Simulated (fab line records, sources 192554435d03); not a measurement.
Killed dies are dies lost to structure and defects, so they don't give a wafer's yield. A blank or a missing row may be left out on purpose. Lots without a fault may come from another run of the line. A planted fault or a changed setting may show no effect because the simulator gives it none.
A struck lot beside a sound one | flow n5_finfet | 17 steps out of a route of 1938
Sound: wafers L853.1, L853.2, L853.6. Struck: wafers L856.3, L856.5. (L856.2 of the same lot was not struck and is left out.) The cause comes at the end.
At each step with rows: each side's tool, then ch and its chambers, then its first start. Under that, the readings that differ: sound wafers | struck wafers | difference of the means | sigmas: that difference in standard deviations of wafers without a fault.
alike: readings whose means differ by less than 2 such deviations, and words and numbers that are the same on both sides. not compared: withheld readings, readings that some wafer has no value for, bounds like >300 that may hide the same value, and numbers for which the record gives no deviation and whose values overlap.
The two part at a step that has a row with sigmas, a row that says differs or no value, or rows on one side only. Numbers that don't overlap but have no deviation are shown without sigmas and don't part them. A reading that every wafer of one side lacks parts them only if that side has two wafers or more.

first, 5 steps without rows for these wafers: N5_SD_EPI_N_EBR_05; N5_SD_EPI_N_SOFTBAKE_04 (time 60 s); N5_SD_EPI_N_EXPOSE_06 (exposes mask SD N BLK, target cd 120 nm); N5_SD_EPI_N_PEB_07 (peb time 60 s); N5_SD_EPI_N_DEVELOP_08 (develop time 30 s).
N5_SD_EPI_N_CD_MEAS_09: target cd 120 nm.
  sound on cd_sem-01 ch 0, day 6 00:13; struck on cd_sem-01 ch 0, day 6 18:43
  alike: cd_nm
N5_SD_EPI_N_OVL_MEAS_10:
  sound on overlay-02 ch 0, day 6 00:15; struck on overlay-02 ch 0, day 6 18:44
  alike: SD_N_BLK_OVL
N5_SD_EPI_N_INSPECT_11: inspects for defects (macro).
  sound on defect_inspect-02, day 6 00:16; struck on defect_inspect-01, day 6 18:46
  alike: raw_defect_count
N5_SD_EPI_N_DESCUM_14: chemistry O2, time 7.9 s.
  sound on rie_diel-05 ch 0,1,3, day 6 00:21; struck on rie_diel-05 ch 0, day 6 19:07
  alike: drypump_motor_current_A, oes_product_au, rf_vpp_V, showerhead_plenum_p_Torr, throttle_valve_pct
  not compared: rf_hours_counter_h
N5_SD_EPI_N_ETCH_34: etches SiARC in CF4, target depth 45.5 nm, time 75.8 s.
  sound on rie_diel-05 ch 0,1,3, day 6 00:23; struck on rie_diel-05 ch 0, day 6 19:10
  alike: drypump_motor_current_A, etch_rf_on_time_s, oes_product_au, rf_vpp_V, showerhead_plenum_p_Torr, throttle_valve_pct
  not compared: rf_hours_counter_h
N5_SD_EPI_N_ETCH_35: etches SOC in N2/H2, overetch 108 nm, time 486 s.
  sound on rie_diel-05 ch 0,1,3, day 6 00:26; struck on rie_diel-05 ch 0, day 6 19:13
  alike: drypump_motor_current_A, oes_product_au, rf_vpp_V, showerhead_plenum_p_Torr, throttle_valve_pct
  not compared: rf_hours_counter_h
then, 1 step without rows for these wafers: N5_SD_EPI_N_STRIP_36 (strips in N2/H2).
N5_SD_EPI_N_ETCHBACK_44: etches SiNx in CH3F/O2, stops on SiO2, target depth 14.5 nm.
  sound on rie_diel-05 ch 0,1,3, day 6 00:46; struck on rie_diel-05 ch 0, day 6 19:32
  reading                                     | sound          | struck    | difference | sigmas
  model.SiARC_of_SD_EPI_N_COAT_33.thk_nm (nm) | 16.2 16.2 16.8 | 17.2 17.2 | +0.8       |
  alike: CH3F_flow_sccm, drypump_motor_current_A, oes_product_au, rf_vpp_V, showerhead_plenum_p_Torr, throttle_valve_pct
  not compared: rf_hours_counter_h
N5_SD_EPI_N_ETCH_45: etches SiOCN in CH3F/O2, target depth 6 nm.
  sound on rie_diel-05 ch 0,1,3, day 6 00:52; struck on rie_diel-05 ch 0, day 6 19:38
  reading               | sound             | struck      | difference | sigmas
  CH3F_flow_sccm (sccm) | 30.08 30.18 30.03 | 29.89 29.86 | -0.22      | -3
  oes_product_au (a.u.) | 0.87 0.73 0.69    | 0.57 0.53   | -0.21      | -3
  alike: drypump_motor_current_A, rf_vpp_V, showerhead_plenum_p_Torr, throttle_valve_pct
  not compared: rf_hours_counter_h
N5_SD_EPI_N_ETCH_16: etches SiO2 in CHF3/O2, target depth 5 nm.
  sound on rie_diel-05 ch 0,1,3, day 6 00:58; struck on rie_diel-05 ch 0, day 6 19:44
  reading                                     | sound          | struck    | difference | sigmas
  model.SiARC_of_SD_EPI_N_COAT_33.thk_nm (nm) | 12.6 12.6 13.2 | 13.6 13.6 | +0.8       |
  alike: drypump_motor_current_A, oes_product_au, rf_vpp_V, showerhead_plenum_p_Torr, throttle_valve_pct
  not compared: rf_hours_counter_h
then, 1 step without rows for these wafers: N5_SD_EPI_N_STRIP_47 (strips in CHF3/O2).
-- the record jumps here: 5 days lie between the struck wafers' starts before and after (it left off in module SD_EPI_N and takes up again in module BEOL_M4, whose first step shown is number 1111 of the route) --
N5_BEOL_M4_RC_MEAS_101:
  sound on prober-01 ch 0, day 11 01:11; struck on prober-01 ch 0, day 12 05:40
  reading        | sound             | struck      | difference | sigmas
  IOFF_N (nA/um) | 0.126 0.159 0.110 | 0.206 0.145 | +0.044     | +2
  ION_N (uA/um)  | 656 665 646       | 684 667     | +20        | +2
  VT_N (mV)      | 255.8 250.3 254.8 | 245.3 249.1 | -6.4       | -3
  alike: DIBL_N, DIBL_P, IOFF_P, ION_P, SS_N, SS_P, VT_P

WHERE THEY PART
First at N5_SD_EPI_N_ETCH_45; last, within this record, at N5_BEOL_M4_RC_MEAS_101.

WHY: what the simulator had put in
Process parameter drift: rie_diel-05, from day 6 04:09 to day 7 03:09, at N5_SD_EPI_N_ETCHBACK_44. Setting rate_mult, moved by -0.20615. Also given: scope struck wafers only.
